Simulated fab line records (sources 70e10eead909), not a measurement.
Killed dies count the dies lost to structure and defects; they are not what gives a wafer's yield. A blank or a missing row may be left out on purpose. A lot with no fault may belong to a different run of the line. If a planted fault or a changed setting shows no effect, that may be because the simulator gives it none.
Which tool is to blame? :: flow nand harc :: 6 lots, 17 wafers sampled, at 5 steps of a route of 1159

## WHAT THE GAUGES READ, wafer by wafer
NHARC_END_SORT_01.
lot: L168
measured: day 22 03:00
on: prober-01
killed at array: 36 670 36

lot: L172
measured: day 24 03:04
on: prober-01
killed at array: 50 668

## WHAT TOOL EACH LOT RAN ON (gives the tool, then ch and the chambers of the sampled wafers, and finally the start)
lot: L158
NHARC_A_SLIT_ETCH_15: rie diel-05 ch 0,3, day 14 18:34 or earlier
NHARC_A_SLIT_ETCH_26: har etch-01 ch 0,1, day 14 18:34
NHARC_A_WL_FILL_RTA_01: rtp anneal-02 ch 0, day 15 02:36
NHARC_A_WL_FILL_ALD_02: ald metal-04 ch 1,2,3, day 15 02:49

lot: L162
NHARC_A_SLIT_ETCH_15: rie diel-03 ch 0,1,3, day 16 00:41 or earlier
NHARC_A_SLIT_ETCH_26: har etch-01 ch 0,1, day 16 00:41
NHARC_A_WL_FILL_RTA_01: rtp anneal-02 ch 0, day 16 08:28
NHARC_A_WL_FILL_ALD_02: ald metal-04 ch 0,3, day 16 08:35

lot: L164
NHARC_A_SLIT_ETCH_15: rie diel-13 ch 0,1, day 16 11:19 or earlier
NHARC_A_SLIT_ETCH_26: har etch-01 ch 0,1, day 16 11:19
NHARC_A_WL_FILL_RTA_01: rtp anneal-01 ch 0, day 16 19:32
NHARC_A_WL_FILL_ALD_02: ald metal-02 ch 0,1, day 16 19:43

lot: L168
NHARC_A_SLIT_ETCH_15: rie diel-05 ch 0,1,3, day 17 15:29 or earlier
NHARC_A_SLIT_ETCH_26: har etch-01 ch 1, day 17 15:29
NHARC_A_WL_FILL_RTA_01: rtp anneal-02 ch 0, day 18 00:31
NHARC_A_WL_FILL_ALD_02: ald metal-01 ch 1,3, day 18 00:48

lot: L172
NHARC_A_SLIT_ETCH_15: rie diel-13 ch 0,1, day 18 22:16 or earlier
NHARC_A_SLIT_ETCH_26: har etch-02 ch 0,1, day 18 22:16
NHARC_A_WL_FILL_RTA_01: rtp anneal-01 ch 0, day 19 05:47
NHARC_A_WL_FILL_ALD_02: ald metal-01 ch 2, day 19 06:02

lot: L178
NHARC_A_SLIT_ETCH_15: rie diel-03 ch 0,2,3, day 19 23:41 or earlier
NHARC_A_SLIT_ETCH_26: har etch-01 ch 0,1, day 19 23:41
NHARC_A_WL_FILL_RTA_01: rtp anneal-01 ch 0, day 20 08:49
NHARC_A_WL_FILL_ALD_02: ald metal-02 ch 0,1,2, day 20 09:04
- NHARC_A_SLIT_ETCH_15: etches the open film in O2/COS, target depth 3200 nm, time 832 s.
- NHARC_A_SLIT_ETCH_26: etches the open film in C4F8/O2/Ar, time 90 s, target depth 400 nm.
- NHARC_A_WL_FILL_RTA_01: time 5 s.
- NHARC_A_WL_FILL_ALD_02: deposits TiN, target thk 2 nm, pulse time 3 s, ald cycles 100.

## THE ANSWER, worked out from the rows above alone
Rule: the lots themselves supply what counts as usual. Put in order of their means at a reading, lots are off if they are a third of the lots or fewer, leave a main group of 4 or more, and stand apart from it by a gap of 3 or more times the standard deviation of the main group's means; of several such gaps the widest counts. Not used: any main group whose means are identical at the precision the tables above print for the reading. A lot without any number at a reading at which 4 lots or more have one is off too. The other lots that the step has rows for count as sound.
No lot is off on any of the readings shown, so nothing can be concluded from this.

## WHAT THE SIMULATOR HAD PUT IN
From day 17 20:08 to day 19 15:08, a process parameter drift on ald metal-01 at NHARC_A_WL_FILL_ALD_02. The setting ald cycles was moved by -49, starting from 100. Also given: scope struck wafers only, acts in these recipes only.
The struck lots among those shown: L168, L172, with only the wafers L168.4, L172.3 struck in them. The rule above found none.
